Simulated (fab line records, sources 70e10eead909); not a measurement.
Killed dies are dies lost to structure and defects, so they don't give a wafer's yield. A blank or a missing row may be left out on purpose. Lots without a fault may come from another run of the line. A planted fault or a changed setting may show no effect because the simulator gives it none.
Which tool did it? | flow nand_harc | 13 lots, 39 wafers sampled, at 3 steps of a route of 1302

WHAT THE GAUGES READ, wafer by wafer
NHARC_P_BONDPAD_CD_MEAS_13. Usual: cd_nm 498.5 nm, standard deviation 2.4.
lot  | measured     | on        | cd_nm (nm)        | flag
L193 | day 6 11:40  | cd_sem-01 | 500.7 494.8 500.2 |
L194 | day 6 20:19  | cd_sem-03 | 499.1 497.1 500.8 |
L195 | day 7 12:20  | cd_sem-01 | 498.3 494.0 500.8 |
L199 | day 9 11:22  | cd_sem-03 | 497.1 502.1 498.4 |
L206 | day 11 20:10 | cd_sem-02 | 495.8 499.8 498.3 |
L208 | day 12 18:42 | cd_sem-03 | 494.4 499.4 497.5 |
L209 | day 13 14:38 | cd_sem-01 | 502.1 499.9 500.3 |
L210 | day 13 16:52 | cd_sem-03 | 499.3 498.0 497.0 |
L211 | day 14 09:14 | cd_sem-02 | 499.5 496.7 497.8 |
L212 | day 14 09:35 | cd_sem-03 | 498.6 495.2 497.8 |
L213 | day 14 23:19 | cd_sem-03 | 500.9 502.5 498.1 |
L215 | day 16 06:16 | cd_sem-03 | 496.9 500.0 500.5 |
L216 | day 16 09:17 | cd_sem-03 | 499.0 496.0 496.5 |

NHARC_A_CHANNEL_HOLE_D1_CD_MEAS_10: target cd 100 nm. Usual: cd_nm 100.3 nm, standard deviation 0.78.
lot  | measured     | on        | cd_nm (nm)        | flag
L193 | day 8 04:19  | cd_sem-01 | 100.0 99.1 99.7   |
L194 | day 8 14:50  | cd_sem-02 | 99.8 99.1 100.3   |
L195 | day 9 09:11  | cd_sem-03 | 100.4 101.4 100.3 |
L199 | day 11 06:18 | cd_sem-01 | 100.5 103.2 104.5 | OFF
L206 | day 13 14:49 | cd_sem-02 | 99.3 99.6 98.9    |
L208 | day 14 12:09 | cd_sem-02 | 99.4 98.5 100.0   |
L209 | day 15 09:43 | cd_sem-01 | 100.0 100.0 100.5 |
L210 | day 15 09:34 | cd_sem-01 | 100.6 101.0 100.9 |
L211 | day 16 07:23 | cd_sem-03 | 100.6 99.4 99.4   |
L212 | day 16 07:14 | cd_sem-02 | 99.5 100.0 99.5   |
L213 | day 16 18:28 | cd_sem-02 | 101.1 101.6 100.3 |
L215 | day 17 23:15 | cd_sem-02 | 100.9 100.9 101.2 |
L216 | day 18 03:55 | cd_sem-01 | 101.3 100.7 101.0 |

WHICH TOOL RAN EACH LOT (tool, then ch and the chambers of the sampled wafers, then the start)
lot  | NHARC_A_CHANNEL_HOLE_D1_PEB_08
L193 | litho_track-04 ch 0, day 8 04:14
L194 | litho_track-04 ch 0, day 8 14:46
L195 | litho_track-01 ch 0, day 9 09:07
L199 | litho_track-01 ch 0, day 11 06:13
L206 | litho_track-04 ch 0, day 13 14:44
L208 | litho_track-04 ch 0, day 14 12:04
L209 | litho_track-01 ch 0, day 15 09:39
L210 | litho_track-01 ch 0, day 15 09:29
L211 | litho_track-04 ch 0, day 16 07:18
L212 | litho_track-04 ch 0, day 16 07:09
L213 | litho_track-06 ch 0, day 16 18:23
L215 | litho_track-06 ch 0, day 17 23:10
L216 | litho_track-01 ch 0, day 18 03:50
- NHARC_A_CHANNEL_HOLE_D1_PEB_08: peb time 65 s.

WHAT THE TOOLS THEMSELVES READ (means of the sampled wafers that have a number; where no wafer has one, the mark that the record gives instead)
The record holds no such reading with a usual standard deviation.

THE ANSWER, worked out from the rows above alone
Rule: a lot is off if the mean of its wafers that have a number lies more than 3 standard deviations from the usual mean. A lot without any number at a reading at which 4 lots or more have one is off too. The other lots that the step has rows for count as sound. The gauges are gone through in route order, then the tools' own readings, and for those a lot's mean is taken as printed above. The first step at which some lot is off is used, and at that step the reading that is off furthest; a lot without a number counts as furthest.
Off: L199, at NHARC_A_CHANNEL_HOLE_D1_CD_MEAS_10 (cd_nm).
A tool fits if, at a process step before that reading, it ran every lot that is off, and no sound lot after the first of them. The gauges at NHARC_A_CHANNEL_HOLE_D1_CD_MEAS_10 are tried like those tools. None of those tried fits.

WHAT THE SIMULATOR HAD PUT IN
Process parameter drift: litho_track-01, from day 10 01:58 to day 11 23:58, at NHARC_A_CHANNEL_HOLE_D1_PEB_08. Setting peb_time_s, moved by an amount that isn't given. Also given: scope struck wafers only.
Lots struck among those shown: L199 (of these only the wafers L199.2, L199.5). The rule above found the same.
